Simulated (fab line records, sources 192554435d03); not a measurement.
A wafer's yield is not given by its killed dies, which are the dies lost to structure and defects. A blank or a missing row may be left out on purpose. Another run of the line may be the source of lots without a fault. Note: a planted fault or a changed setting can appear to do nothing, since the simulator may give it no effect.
fab line records	flow n5Finfet
record: lots: 9	wafers: 27	lastDay: 19
route steps=1938 shown BEOL_M1@792 BEOL_M4@1111 PASSIVATION@1936
lots that met no fault: taken from a fault-free run of the same line
startH: hours from the record's first day to the start of the lot's first wafer shown	waitH: time in hours since the lot's previous step	" as in the row above	L1.1+2: a single row standing in for several wafers	- no value, or no start given	* or withheld: withheld	< > ~ a bound
route shown NAME@n: a module of which the file shows steps, and the number in the route of the first	usual: mean/standard deviation of fault-free wafers	same: alike in all rows	chamber/n: place in a boat	sites: the reading at each site	_std_site: the values' standard deviation	_edge_site: mean of outer sites minus mean of inner sites	radiusMm: for every site, how far away it sits from the centre of the wafer	mask NAME#n: copy n	behind: tool/chamber where the wafer was last shaped	hold: the reason the lot was held/the length of the hold in hours/how it ended	device: whichever transistor did not switch (one of n, p or np)	end of line: tests of these same wafers at the route's end	where a step has no rows: the recipe by itself	killed: at the first sort, the dies lost to defects and structure; wafer yield is something else	map: dies across one wafer; x = killed, . = not, _ = none there
set.NAME: the setting as run; set.NAME@STEP: as run at that earlier step	model.NAME: the simulator's own value behind a step, which no gauge read
a sample of lots followed through the steps of the route, with each step as a table and each wafer as a row
services: the hour from which a tool's chamber was out of use, counted from the record's first day as startH (under 0 if before that day), plus the number of hours and why
== steps ==
step: N5_BEOL_M1_ALD_98
recipe: material: SiO2	targetThkA: 25	tempC: 100	aldPrecursorFamily: BDEAS	aldCoReactant: O2-plasma	pulseTimeS: 1	coReactantPulseTimeS: 1	purgeTimeS: 2	coReactantPurgeTimeS: 2	aldCycles: 17	pressureTorr: 2
usual: aldCycles: 17/0	heaterPowerW: 77/9.4	precursorPulseHeightRel: 0.997/0.02
lot.wafer	tool	chamber	startH	waitH	aldCycles	heaterPowerW	precursorPulseHeightRel
L246.2	aldSin-02	2	133.19	0.3	17	66	1.017
L246.3	"	1	"	"	17	69	1.024
L246.5	"	3	"	"	17	75	0.965
L249.1	aldSin-02	1	158.85	0.1	17	70	1.046
L249.2	"	3	"	"	17	77	0.988
L249.3	"	0	"	"	17	61	1.014
L252.2	aldSin-02	0	166.51	0.1	17	63	1.019
L252.3	"	2	"	"	17	64	0.972
L252.5	"	2	"	"	28	67	1.003
L254.2	aldSin-02	3	187.68	0.2	17	78	1.027
L254.3	"	0	"	"	17	61	1.002
L254.5	"	0	"	"	28	64	0.992
L258.1	aldSin-04	2	204.93	0.1	17	73	0.992
L258.2	"	0	"	"	17	67	0.984
L258.6	"	0	"	"	17	67	0.982
L260.2	aldSin-04	0	216.71	0.1	17	68	1.043
L260.4	"	3	"	"	17	91	1.016
L260.5	"	0	"	"	17	68	0.995
L265.1	aldSin-04	3	255.53	0.6	17	88	1.006
L265.2	"	2	"	"	17	73	1.045
L265.3	"	0	"	"	17	68	0.937
L266.1	aldSin-04	0	257.45	0.1	17	67	1.028
L266.4	"	0	"	"	17	67	0.998
L266.5	"	3	"	"	17	90	0.962
L268.1	aldSin-01	3	273.73	0.2	17	93	0.998
L268.5	"	3	"	"	17	92	0.987
L268.6	"	2	"	"	17	79	0.978
step: N5_BEOL_M1_ETCHBACK_99
recipe: chemistry: CHF3	target: SiO2	targetDepthA: 50	timeS: 10.4	sourceW: 215	biasW: 47	Ar_flow_sccm: 200	CHF3_flow_sccm: 12	ionEnergyEv: 100	pressureMtorr: 30
usual: CHF3_flow_sccm: 12.01/0.034	drypumpMotorCurrentA: 5.7/0.37	oesProductAu: 0.77/0.078	rfVppV: 241/4	showerheadPlenumPTorr: 2.16/0.072	throttleValvePct: 17.26/0.18
lot.wafer	tool	chamber	startH	waitH	CHF3_flow_sccm	drypumpMotorCurrentA	oesProductAu	rfHoursCounterH	rfVppV	showerheadPlenumPTorr	throttleValvePct
L246.2	rieDiel-01	2	143.27	10.0	12.00	5.5	0.74	157	240	2.22	17.35
L246.3	"	1	"	"	12.01	6.1	0.74	172	242	2.15	17.35
L246.5	"	3	"	"	12.03	6.4	0.74	-	242	2.05	17.08
L249.1	rieDiel-02	3	160.59	1.7	12.03	5.0	0.95	14	247	2.31	17.20
L249.2	"	1	"	"	12.04	5.6	0.73	182	245	2.23	17.28
L249.3	"	2	"	"	11.99	5.6	0.72	190	233	2.14	17.40
L252.2	rieDiel-02	1	175.73	9.2	12.09	5.6	0.72	186	244	2.23	17.29
L252.3	"	3	"	"	12.03	5.0	0.96	18	248	2.31	17.20
L252.5	"	2	"	"	11.98	5.6	0.72	-	232	2.14	17.43
L254.2	rieDiel-03	2	187.80	0.1	11.94	5.4	0.75	148	238	2.14	17.34
L254.3	"	1	"	"	11.98	6.0	0.99	2	249	2.28	17.05
L254.5	"	1	"	"	12.00	5.9	0.97	-	249	2.28	17.04
L258.1	rieDiel-03	2	213.89	8.9	11.96	5.3	0.75	156	241	2.14	17.37
L258.2	"	0	"	"	12.04	5.4	0.74	190	244	2.15	17.22
L258.6	"	0	"	"	12.06	5.4	0.74	-	244	2.15	17.24
L260.2	rieDiel-02	0	228.46	11.7	11.96	5.8	0.84	65	241	2.10	16.70
L260.4	"	1	"	"	12.04	5.6	0.71	197	244	2.22	17.32
L260.5	"	0	"	"	12.05	5.8	0.84	-	241	2.10	16.72
L265.1	rieDiel-02	3	267.30	11.7	12.02	5.1	0.91	39	246	2.30	17.23
L265.2	"	0	"	"	12.03	5.8	0.83	74	243	2.09	16.73
L265.3	"	2	"	"	12.01	5.6	0.70	216	234	2.13	17.46
L266.1	rieDiel-03	2	270.68	13.2	11.99	5.3	0.73	168	240	2.13	17.37
L266.4	"	3	"	"	12.03	5.5	0.72	219	237	2.13	17.49
L266.5	"	2	"	"	12.03	5.3	0.74	-	240	2.13	17.37
L268.1	rieDiel-03	0	284.65	10.9	11.97	5.4	0.72	204	244	2.15	17.24
L268.5	"	2	"	"	12.02	5.3	0.73	-	238	2.13	17.38
L268.6	"	3	"	"	11.97	5.5	0.71	-	236	2.13	17.50
step: N5_BEOL_M1_VIA_ETCH_34
recipe: chemistry: C4F6/O2	targetDepthA: 678	maskMaterial: SOC	pressureMtorr: 15	ionEnergyEv: 250	taperDeg: 4	timeS: 64.4	sourceW: 350	biasW: 170	Ar_flow_sccm: 300	C4F6_flow_sccm: 10	O2_flow_sccm: 10
usual: drypumpMotorCurrentA: 5.7/0.37	oesProductAu: 0.77/0.079	rfVppV: 667/11	showerheadPlenumPTorr: 2.86/0.091	throttleValvePct: 30.96/0.24
lot.wafer	tool	chamber	startH	waitH	drypumpMotorCurrentA	oesProductAu	rfHoursCounterH	rfVppV	showerheadPlenumPTorr	throttleValvePct
L246.2	rieDiel-01	2	143.41	0.0	5.5	0.75	157	665	2.92	30.79
L246.3	"	1	"	"	6.0	0.74	172	670	2.84	31.00
L246.5	"	3	"	"	6.5	0.73	-	671	2.71	30.72
L249.1	rieDiel-02	3	160.73	0.0	5.1	0.95	14	685	3.05	31.06
L249.2	"	1	"	"	5.6	0.72	182	675	2.94	31.09
L249.3	"	2	"	"	5.7	0.72	190	646	2.83	31.23
L252.2	rieDiel-02	1	175.87	0.0	5.6	0.72	186	673	2.94	31.11
L252.3	"	3	"	"	5.0	0.96	18	683	3.05	31.06
L252.5	"	2	"	"	5.7	0.73	-	644	2.83	31.23
L254.2	rieDiel-03	2	187.94	0.0	5.4	0.75	148	661	2.83	30.99
L254.3	"	1	"	"	5.9	0.98	2	687	3.01	30.86
L254.5	"	1	"	"	5.9	0.97	-	689	3.01	30.83
L258.1	rieDiel-03	3	214.03	0.0	5.5	0.73	207	653	2.82	31.22
L258.2	"	0	"	"	5.4	0.74	190	674	2.84	30.93
L258.6	"	0	"	"	5.5	0.74	-	675	2.84	30.95
L260.2	rieDiel-02	0	228.60	0.0	5.8	0.84	65	668	2.77	30.20
L260.4	"	1	"	"	5.6	0.72	197	672	2.93	31.12
L260.5	"	0	"	"	5.8	0.83	-	669	2.77	30.21
L265.1	rieDiel-02	3	267.44	0.0	5.0	0.91	40	682	3.04	31.07
L265.2	"	0	"	"	5.8	0.83	74	670	2.77	30.22
L265.3	"	2	"	"	5.7	0.70	216	646	2.82	31.25
L266.1	rieDiel-03	2	270.81	0.0	5.4	0.74	168	662	2.82	31.02
L266.4	"	3	"	"	5.5	0.72	219	654	2.82	31.22
L266.5	"	2	"	"	5.3	0.73	-	662	2.82	31.01
L268.1	rieDiel-03	0	284.79	0.0	5.4	0.72	204	674	2.83	30.96
L268.5	"	2	"	"	5.4	0.73	-	661	2.82	31.02
L268.6	"	3	"	"	5.5	0.71	-	654	2.81	31.24
step: N5_BEOL_M1_STRIP_36
recipe: chemistry: N2/H2	powerW: 450	tempC: 40	pressureMtorr: 20	rfFrequencyHz: 6e+07	overashFraction: 0.3	biasPowerW: 7	h2Frac: 0.5	n2FlowSccm: 200	h2FlowSccm: 200
usual: drypumpMotorCurrentA: 5.7/0.37	oesProductAu: 0.77/0.079	rfVppV: 59.3/1.5	showerheadPlenumPTorr: 2.55/0.083	throttleValvePct: 23.89/0.22
lot.wafer	tool	chamber	startH	waitH	drypumpMotorCurrentA	oesProductAu	rfHoursCounterH	rfVppV	showerheadPlenumPTorr	throttleValvePct
L246.2	rieDiel-01	2	143.47	0.0	5.5	0.74	157	59.5	2.65	23.81
L246.3	"	1	"	"	6.1	0.74	172	59.2	2.53	24.07
L246.5	"	3	"	"	6.4	0.75	-	58.7	2.43	23.92
L249.1	rieDiel-02	3	160.79	0.0	5.1	0.95	14	61.0	2.70	23.56
L249.2	"	1	"	"	5.6	0.74	182	58.3	2.64	24.01
L249.3	"	2	"	"	5.7	0.72	190	57.9	2.52	23.98
L252.2	rieDiel-02	1	175.93	0.0	5.6	0.72	186	60.6	2.64	24.01
L252.3	"	3	"	"	5.0	0.95	18	60.2	2.70	23.61
L252.5	"	2	"	"	5.7	0.71	-	59.2	2.52	23.99
L254.2	rieDiel-03	2	188.00	0.0	5.3	0.75	148	59.3	2.52	23.72
L254.3	"	1	"	"	6.0	0.96	2	60.5	2.71	23.89
L254.5	"	1	"	"	5.9	0.98	-	59.9	2.71	23.88
L258.1	rieDiel-03	1	214.09	0.0	5.9	0.93	10	61.3	2.70	23.88
L258.2	"	2	"	"	5.4	0.75	156	59.3	2.52	23.75
L258.6	"	1	"	"	5.9	0.92	-	56.5	2.70	23.89
L260.2	rieDiel-02	0	228.66	0.0	5.8	0.84	65	59.2	2.48	23.25
L260.4	"	1	"	"	5.6	0.73	197	59.6	2.63	24.03
L260.5	"	0	"	"	5.8	0.85	-	59.7	2.48	23.23
L265.1	rieDiel-02	3	267.50	0.0	5.1	0.92	40	61.0	2.69	23.62
L265.2	"	0	"	"	5.8	0.84	74	56.1	2.48	23.27
L265.3	"	2	"	"	5.7	0.69	216	58.3	2.51	24.02
L266.1	rieDiel-03	2	270.87	0.0	5.3	0.74	168	58.6	2.51	23.73
L266.4	"	3	"	"	5.5	0.72	219	58.7	2.50	24.11
L266.5	"	2	"	"	5.3	0.73	-	59.3	2.51	23.73
L268.1	rieDiel-03	0	284.85	0.0	5.5	0.72	204	57.2	2.53	24.05
L268.5	"	2	"	"	5.3	0.73	-	60.5	2.51	23.77
L268.6	"	3	"	"	5.5	0.73	-	59.8	2.50	24.13
step: N5_BEOL_M4_RC_MEAS_101
usual: DIBL_N: 35.1/1.6	DIBL_P: 34.9/1.8	IOFF_N: 0.143/0.026	IOFF_P: 0.21/0.037	ION_N: 671/11	ION_P: 463/7.8	SS_N: 71.2/0.58	SS_P: 73.0/0.54	VT_N: 251/3	VT_P: -250/4.1
lot.wafer	tool	chamber	startH	waitH	DIBL_N[mV/V]	DIBL_P[mV/V]	IOFF_N[nA/um]	IOFF_P[nA/um]	ION_N[uA/um]	ION_P[uA/um]	SS_N[mV/dec]	SS_P[mV/dec]	VT_N[mV]	VT_P[mV]
L246.2	prober-01	0	177.95	0.2	31.8	30.7	0.109	0.15	658	457	71.1	71.7	253	-253
L246.3	"	0	"	"	34.7	35.7	0.146	0.21	667	465	72.3	73.5	250	-249
L246.5	"	0	"	"	31.2	30.9	0.097	0.15	652	457	70.0	71.7	256	-250
L249.1	prober-01	0	198.56	0.0	31.5	31.2	0.092	0.12	661	455	69.7	72.1	259	-260
L249.2	"	0	"	"	35.8	35.1	0.149	0.16	655	450	71.0	72.9	251	-255
L249.3	"	0	"	"	33.8	33.7	0.122	0.15	663	453	70.4	73.3	252	-256
L252.2	prober-01	0	237.14	0.2	35.0	34.1	0.118	0.16	657	451	71.6	72.6	257	-256
L252.3	"	0	"	"	34.8	33.8	0.119	0.15	654	450	71.5	72.9	255	-261
L254.2	prober-02	0	248.51	0.2	35.2	34.4	0.143	0.19	676	462	71.2	73.3	252	-253
L254.3	"	0	"	"	36.0	35.8	0.156	0.21	678	466	72.0	74.1	249	-250
L254.5	"	0	"	"	34.7	34.0	0.136	0.19	671	462	71.2	73.2	251	-253
L258.1	prober-02	0	283.55	0.1	34.3	35.3	0.134	0.21	670	468	71.1	73.3	254	-247
L258.2	"	0	"	"	35.3	36.7	0.158	0.22	678	469	71.9	74.3	248	-250
L258.6	"	0	"	"	35.3	36.2	0.158	0.21	680	469	71.5	73.1	250	-249
L260.2	prober-01	0	292.09	0.2	34.3	32.9	0.113	0.21	654	457	70.6	72.9	259	-250
L260.4	"	0	"	"	37.8	37.6	0.182	0.30	681	475	71.5	73.5	249	-243
L260.5	"	0	"	"	39.0	37.7	0.201	0.29	676	466	72.7	74.2	249	-243
L265.1	prober-01	0	330.80	0.0	34.3	33.8	0.121	0.19	656	450	71.3	72.6	253	-251
L265.2	"	0	"	"	37.4	38.1	0.175	0.26	675	472	71.4	73.6	249	-247
L265.3	"	0	"	"	36.3	36.9	0.154	0.23	674	472	71.2	72.7	251	-250
L266.1	prober-02	0	331.02	0.0	38.4	38.9	0.223	0.25	674	451	72.7	74.1	250	-248
L266.4	"	0	"	"	33.5	34.8	0.133	0.19	675	461	70.7	72.9	252	-248
L266.5	"	0	"	"	35.1	36.8	0.157	0.21	681	466	70.6	73.5	248	-252
L268.1	prober-01	0	340.87	0.0	35.0	35.3	0.138	0.21	667	463	71.1	73.1	249	-248
L268.5	"	0	"	"	34.8	36.6	0.135	0.23	661	462	71.2	73.1	249	-247
L268.6	"	0	"	"	35.2	35.1	0.132	0.21	677	474	71.0	73.1	249	-248
step: N5_PASSIVATION_PROBE_49
usual: defectLimitedYield: 91.1/1.4	killed_at_M0_to_M3: 36/11	killed_at_M4_up: 14/5.2	killedAtContacts: 12/6.1	killedAtFrontEnd: 40/12	killedAtOther: 3.2/2.5	killedDies: 105/16	killedOnRim: 14/4.4	killedOpen: 68/12	killedShort: 35/8.7	sort_bin_5_function: 5.2/0.89	sort_bin_6_memory: 3.3/0.66	sort_bin_8_speed: 0.01/0.085	sortNPass: 1074/16	sortYieldPct: 91.1/1.4
same: grossDies: 1180	killedAtBackSide: 0	sort_bin_4_leakage[%]: 0
lot.wafer	tool	chamber	startH	waitH	defectLimitedYield[%]	killed_at_M0_to_M3	killed_at_M4_up	killedAtContacts	killedAtFrontEnd	killedAtOther	killedDies	killedOnRim	killedOpen	killedShort	sort_bin_5_function[%]	sort_bin_6_memory[%]	sort_bin_8_speed[%]	sortNPass	sortYieldPct[%]
L246.2	prober-02	-	307.96	0.1	92.2	33	17	15	25	2	92	7	70	21	4.3	3.1	0	1088	92.2
L246.3	prober-02	-	308.01	0.1	92.2	25	18	10	37	2	92	11	63	29	4.9	2.5	0	1088	92.2
L246.5	prober-02	-	308.11	0.2	90.3	55	22	3	27	8	115	17	82	32	5.8	3.8	0	1065	90.3
L249.1	prober-01	-	331.73	0.0	91.4	25	16	20	38	3	102	10	55	40	4.5	3.2	0	1078	91.4
L249.2	prober-01	-	331.78	0.1	92.0	20	15	10	46	3	94	12	64	27	4.2	3.2	0	1086	92.0
L249.3	prober-01	-	331.83	0.1	91.1	26	18	5	50	6	105	10	71	30	5.2	3.6	0	1075	91.1
L252.2	prober-02	-	349.21	0.1	90.3	54	5	12	42	1	114	13	73	35	5.3	3.8	0	1066	90.3
L252.3	prober-02	-	349.26	0.1	89.7	41	22	8	49	1	121	12	84	36	5.1	4.5	0	1059	89.7
L252.5	prober-02	-	349.36	0.2	40.2	640	13	9	41	3	706	144	81	29	55.3	4.3	0	474	40.2
L254.2	prober-01	-	355.28	0.1	93.7	9	18	5	40	2	74	9	39	28	3.5	1.9	0	1106	93.7
L254.3	prober-01	-	355.33	0.1	93.2	28	11	11	28	2	80	14	53	24	4.6	1.9	0	1100	93.2
L254.5	prober-01	-	355.43	0.2	73.1	250	4	17	41	5	317	91	53	30	24.3	2.3	0.08	863	73.1
L258.1	prober-01	-	388.14	0.0	90.4	42	10	5	49	7	113	19	62	46	4.7	3.8	0	1067	90.4
L258.2	prober-01	-	388.19	0.1	87.9	58	13	12	57	3	143	24	95	47	7.1	4.6	0	1037	87.9
L258.6	prober-01	-	388.39	0.3	89.3	61	12	8	41	4	126	18	82	39	6.1	3.9	0	1054	89.3
L260.2	prober-01	-	409.40	0.1	90.5	34	21	9	45	3	112	21	73	34	5.3	3.7	0	1068	90.5
L260.4	prober-01	-	409.50	0.2	92.6	31	8	7	33	8	87	9	62	20	4.0	3.1	0	1093	92.6
L260.5	prober-01	-	409.55	0.2	90.6	31	11	13	48	8	111	8	62	47	5.3	3.9	0	1069	90.6
L265.1	prober-01	-	448.81	0.0	88.8	44	18	8	58	4	132	22	93	37	6.0	4.9	0	1048	88.8
L265.2	prober-01	-	448.86	0.1	88.6	36	24	10	58	7	135	21	80	51	6.8	4.1	0	1045	88.6
L265.3	prober-01	-	448.91	0.1	92.8	35	11	7	30	2	85	9	40	42	4.4	2.2	0	1095	92.8
L266.1	prober-01	-	453.25	0.0	89.7	50	22	12	34	4	122	17	63	53	6.2	3.6	0	1058	89.7
L266.4	prober-01	-	453.40	0.2	90.3	55	8	21	28	2	114	20	64	45	5.4	4.2	0	1066	90.3
L266.5	prober-01	-	453.45	0.2	91.3	36	11	29	26	1	103	15	49	48	5.5	2.9	0	1077	91.3
L268.1	prober-01	-	459.12	0.0	89.2	34	6	23	63	2	128	16	72	54	5.9	4.3	0	1052	89.2
L268.5	prober-01	-	459.32	0.2	90.3	25	12	13	65	0	115	13	78	36	5.8	3.6	0	1065	90.3
L268.6	prober-01	-	459.37	0.3	90.5	33	14	12	51	2	112	16	73	34	5.3	3.6	0	1068	90.5
killed by level:class
L246.2 MOL_CONTACT_COAG:geometricParticle:open=14 FIN_SAQP:geometricParticle:open=10 BEOL_M4:geometricParticle:open=10 BEOL_M3:geometricParticle:open=7 FIN_SAQP:geometricParticle:short=6 BEOL_M0:geometricParticle:open=6 BEOL_M2:geometricParticle:open=5 BEOL_M1:geometricParticle:open=4
L246.3 FIN_SAQP:geometricParticle:open=15 MOL_CONTACT_COAG:geometricParticle:open=7 BEOL_M7:geometricParticle:open=7 FIN_SAQP:geometricParticle:short=6 STI_FIN_REVEAL:geometricParticle:open=6 BEOL_M0_SAQP:geometricParticle:open=5 BEOL_M3:geometricParticle:open=5 BEOL_M0_SAQP:geometricParticle:short=4
L246.5 BEOL_M0_SAQP:geometricParticle:open=16 BEOL_M4:geometricParticle:open=11 BEOL_M2:geometricParticle:open=10 BEOL_M0:geometricParticle:open=9 BEOL_M0_SAQP:geometricParticle:short=8 STI_FIN_REVEAL:geometricParticle:open=6 BEOL_M3:geometricParticle:open=6 STARTING-WAFER:geometricParticle:short=4
L249.1 MOL_CONTACT_COAG:geometricParticle:open=13 BEOL_M0_SAQP:geometricParticle:short=8 BEOL_M4:geometricParticle:open=8 MOL_CONTACT_COAG:geometricParticle:short=7 FIN_SAQP:geometricParticle:open=6 FIN_SAQP:geometricParticle:short=6 BEOL_M0_SAQP:geometricParticle:open=6 BEOL_M1:geometricParticle:open=6
L249.2 FIN_SAQP:geometricParticle:open=15 MOL_CONTACT_COAG:geometricParticle:open=8 GATE_CUT:geometricParticle:short=7 BEOL_M1:geometricParticle:open=7 BEOL_M4:geometricParticle:open=6 STI_FIN_REVEAL:geometricParticle:open=5 GATE_CUT:geometricParticle:open=5 BEOL_M0_SAQP:geometricParticle:open=5
L249.3 FIN_SAQP:geometricParticle:open=27 BEOL_M0_SAQP:geometricParticle:open=7 BEOL_M1:geometricParticle:open=7 FIN_SAQP:geometricParticle:short=5 GATE_CUT:geometricParticle:short=5 BEOL_M3:geometricParticle:open=4 MOL_CONTACT_COAG:geometricParticle:open=4 BEOL_M4:geometricParticle:open=4
L252.2 BEOL_M0_SAQP:geometricParticle:open=23 BEOL_M0_SAQP:geometricParticle:short=19 STI_FIN_REVEAL:geometricParticle:open=12 MOL_CONTACT_COAG:geometricParticle:open=9 FIN_SAQP:geometricParticle:open=6 FIN_SAQP:geometricParticle:short=5 BEOL_M3:geometricParticle:open=4 DUMMY_GATE:geometricParticle:open=3
L252.3 STI_FIN_REVEAL:geometricParticle:open=17 BEOL_M2:geometricParticle:open=16 BEOL_M4:geometricParticle:open=13 BEOL_M0_SAQP:geometricParticle:open=8 MOL_CONTACT_COAG:geometricParticle:open=7 DUMMY_GATE:geometricParticle:open=6 ILD0:geometricParticle:open=6 STI_FIN_REVEAL:geometricParticle:short=5
L252.5 BEOL_M1:areaEtchback=593 STI_FIN_REVEAL:geometricParticle:open=14 BEOL_M0_SAQP:geometricParticle:open=10 MOL_CONTACT_COAG:geometricParticle:open=9 BEOL_M0_SAQP:geometricParticle:short=9 FIN_SAQP:geometricParticle:open=8 BEOL_M2:geometricParticle:open=8 BEOL_M0:geometricParticle:open=7
L254.2 FIN_SAQP:geometricParticle:short=8 FIN_SAQP:geometricParticle:open=8 BEOL_M4:geometricParticle:short=8 STI_FIN_REVEAL:geometricParticle:open=4 DUMMY_GATE:geometricParticle:open=4 DUMMY_GATE:geometricParticle:short=4 MOL_CONTACT_COAG:geometricParticle:open=4 BEOL_M4:geometricParticle:open=4
L254.3 MOL_CONTACT_COAG:geometricParticle:open=11 FIN_SAQP:geometricParticle:open=8 BEOL_M0_SAQP:geometricParticle:short=7 BEOL_M2:geometricParticle:open=6 FIN_SAQP:geometricParticle:short=5 BEOL_M1:geometricParticle:open=5 BEOL_M0_SAQP:geometricParticle:open=3 BEOL_M3:geometricParticle:open=3
L254.5 BEOL_M1:areaEtchback=228 MOL_CONTACT_COAG:geometricParticle:open=15 FIN_SAQP:geometricParticle:short=9 STI_FIN_REVEAL:geometricParticle:open=6 DUMMY_GATE:geometricParticle:open=4 BEOL_M0:geometricParticle:open=4 BEOL_M3:geometricParticle:open=4 STI_FIN_REVEAL:geometricParticle:short=3
L258.1 FIN_SAQP:geometricParticle:short=10 FIN_SAQP:geometricParticle:open=9 BEOL_M2:geometricParticle:open=9 STI_FIN_REVEAL:geometricParticle:open=8 BEOL_M3:geometricParticle:short=7 BEOL_M2:geometricParticle:short=6 BEOL_M3:geometricParticle:open=6 BEOL_M0_SAQP:geometricParticle:short=5
L258.2 BEOL_M3:geometricParticle:open=14 FIN_SAQP:geometricParticle:short=13 BEOL_M2:geometricParticle:open=12 DUMMY_GATE:geometricParticle:open=10 FIN_SAQP:geometricParticle:open=8 STI_FIN_REVEAL:geometricParticle:open=8 MOL_CONTACT_COAG:geometricParticle:open=8 BEOL_M0_SAQP:geometricParticle:short=8
L258.6 BEOL_M3:geometricParticle:open=14 BEOL_M2:geometricParticle:open=12 FIN_SAQP:geometricParticle:short=10 BEOL_M1:geometricParticle:open=10 DUMMY_GATE:geometricParticle:open=8 BEOL_M0_SAQP:geometricParticle:short=7 BEOL_M4:geometricParticle:open=7 MOL_CONTACT_COAG:geometricParticle:open=6
L260.2 STI_FIN_REVEAL:geometricParticle:open=10 BEOL_M4:geometricParticle:open=10 BEOL_M0_SAQP:geometricParticle:short=8 MOL_CONTACT_COAG:geometricParticle:open=7 BEOL_M0_SAQP:geometricParticle:open=7 GATE_CUT:geometricParticle:short=6 FIN_SAQP:geometricParticle:short=5 DUMMY_GATE:geometricParticle:open=5
L260.4 STI_FIN_REVEAL:geometricParticle:open=12 BEOL_M1:geometricParticle:open=7 BEOL_M2:geometricParticle:open=7 BEOL_M0_SAQP:geometricParticle:open=6 BEOL_M0_SAQP:geometricParticle:short=6 FIN_SAQP:geometricParticle:open=4 BEOL_M3:geometricParticle:open=4 MOL_CONTACT_COAG:geometricParticle:open=4
L260.5 STI_FIN_REVEAL:geometricParticle:open=15 BEOL_M0_SAQP:geometricParticle:short=12 MOL_CONTACT_COAG:geometricParticle:open=11 GATE_CUT:geometricParticle:short=6 STI_FIN_REVEAL:geometricParticle:short=5 BEOL_M2:geometricParticle:open=5 BEOL_M0_SAQP:geometricParticle:open=5 SPACER0:geometricParticle:short=4
L265.1 FIN_SAQP:geometricParticle:open=23 BEOL_M4:geometricParticle:open=14 BEOL_M0_SAQP:geometricParticle:open=10 BEOL_M0_SAQP:geometricParticle:short=9 BEOL_M3:geometricParticle:open=9 FIN_SAQP:geometricParticle:short=8 STI_FIN_REVEAL:geometricParticle:open=7 DUMMY_GATE:geometricParticle:open=6
L265.2 FIN_SAQP:geometricParticle:short=15 FIN_SAQP:geometricParticle:open=11 BEOL_M4:geometricParticle:open=11 BEOL_M0_SAQP:geometricParticle:short=10 MOL_CONTACT_COAG:geometricParticle:open=8 STI_FIN_REVEAL:geometricParticle:open=7 DUMMY_GATE:geometricParticle:open=6 BEOL_M3:geometricParticle:open=6
L265.3 BEOL_M0_SAQP:geometricParticle:short=10 FIN_SAQP:geometricParticle:short=8 BEOL_M0_SAQP:geometricParticle:open=7 BEOL_M3:geometricParticle:short=7 MOL_CONTACT_COAG:geometricParticle:open=6 BEOL_M3:geometricParticle:open=6 STI_FIN_REVEAL:geometricParticle:open=4 GATE_CUT:geometricParticle:short=4
L266.1 BEOL_M0_SAQP:geometricParticle:short=15 BEOL_M0_SAQP:geometricParticle:open=11 BEOL_M1:geometricParticle:open=9 FIN_SAQP:geometricParticle:short=8 MOL_CONTACT_COAG:geometricParticle:open=8 BEOL_M1:geometricParticle:short=6 STARTING-WAFER:geometricParticle:short=6 BEOL_M5:geometricParticle:open=5
L266.4 MOL_CONTACT_COAG:geometricParticle:open=15 BEOL_M0_SAQP:geometricParticle:short=13 BEOL_M1:geometricParticle:open=11 BEOL_M0_SAQP:geometricParticle:open=10 BEOL_M1:geometricParticle:short=7 FIN_SAQP:geometricParticle:open=6 MOL_CONTACT_COAG:geometricParticle:short=5 DUMMY_GATE:geometricParticle:open=5
L266.5 MOL_CONTACT_COAG:geometricParticle:short=14 MOL_CONTACT_COAG:geometricParticle:open=14 BEOL_M1:geometricParticle:open=11 BEOL_M1:geometricParticle:short=10 FIN_SAQP:geometricParticle:short=9 BEOL_M4:geometricParticle:open=7 BEOL_M0_SAQP:geometricParticle:short=4 STARTING-WAFER:geometricParticle:short=4
L268.1 FIN_SAQP:geometricParticle:short=20 MOL_CONTACT_COAG:geometricParticle:open=18 FIN_SAQP:geometricParticle:open=14 GATE_CUT:geometricParticle:short=10 BEOL_M0_SAQP:geometricParticle:open=8 BEOL_M1:geometricParticle:open=7 DUMMY_GATE:geometricParticle:open=7 BEOL_M0_SAQP:geometricParticle:short=7
L268.5 FIN_SAQP:geometricParticle:open=24 GATE_CUT:geometricParticle:short=10 MOL_CONTACT_COAG:geometricParticle:open=10 BEOL_M4:geometricParticle:open=9 FIN_SAQP:geometricParticle:short=8 DUMMY_GATE:geometricParticle:open=6 BEOL_M3:geometricParticle:open=6 BEOL_M3:geometricParticle:short=6
L268.6 FIN_SAQP:geometricParticle:open=16 MOL_CONTACT_COAG:geometricParticle:open=11 BEOL_M2:geometricParticle:open=7 BEOL_M3:geometricParticle:short=7 DUMMY_GATE:geometricParticle:open=6 BEOL_M3:geometricParticle:open=6 FIN_SAQP:geometricParticle:short=5 GATE_CUT:geometricParticle:short=5
== services ==
tool	chamber	startH	hours	kind
aldSin-04	-	118.54	6.1	pm
rieDiel-03	1	123.37	2.8	repair
rieDiel-01	1	129.06	5.2	repair
rieDiel-01	1	149.61	2.3	repair
rieDiel-01	2	150.61	2.8	repair
rieDiel-03	1	161.54	-	clean
rieDiel-03	1	161.54	-	consumableReplace:focusRing
rieDiel-03	1	161.54	-	consumableReplace:showerhead
rieDiel-03	1	161.54	15.7	scheduledDown
rieDiel-03	1	161.54	15.7	ventCycle
aldSin-02	3	171.92	2.8	repair
aldSin-01	2	202.06	4.0	repair
aldSin-04	-	220.72	0.4	repair
aldSin-01	3	233.46	13.0	repair
aldSin-01	-	235.12	0.7	repair
aldSin-04	-	235.24	0.5	repair
rieDiel-03	-	238.74	15.6	pm
rieDiel-02	-	241.28	5.4	repair
aldSin-04	-	247.46	2.7	repair
rieDiel-03	0	260.05	1.3	repair
aldSin-04	-	269.04	14.0	pm
aldSin-04	0	269.04	14.0	ventCycle
aldSin-04	2	269.04	14.0	ventCycle
aldSin-01	3	281.96	2.0	repair
== key ==
firstSign: step: N5_BEOL_M1_ALD_98	reading: aldCycles	direction: up	sigmas: 99+	usual: *	struck: *
effect: step: N5_PASSIVATION_PROBE_49	reading: sort_bin_5_function	direction: up	sigmas: 39	usual: 5.2	struck: 39.8
moreKillsBornAt: N5_BEOL_M1_ETCHBACK_99@rieDiel-02: 593	N5_BEOL_M1_ETCHBACK_99@rieDiel-03: 228
metAt N5_BEOL_M1_ALD_98
struckLots L252,L254
struckWafers L252.5,L254.5
laterRowsLeftOut L252.5
notActingAt N5_BEOL_M1_ETCHBACK_99,N5_BEOL_M1_VIA_ETCH_34,N5_BEOL_M1_STRIP_36
onsetBetween 158.85 166.51
fault: kind: processParameterDrift	tool: aldSin-02	chamber: -	onsetH: 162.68	steps: N5_BEOL_M1_ALD_98	channel: aldCycles	offset: *	shape: step	endH: 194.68	scope: struckWafersOnly	actsIn: *	stated: *
laterRowsLeftOut: the simulator's readings of these wafers behind a module that went badly wrong aren't trusted and aren't shown, but for the sort
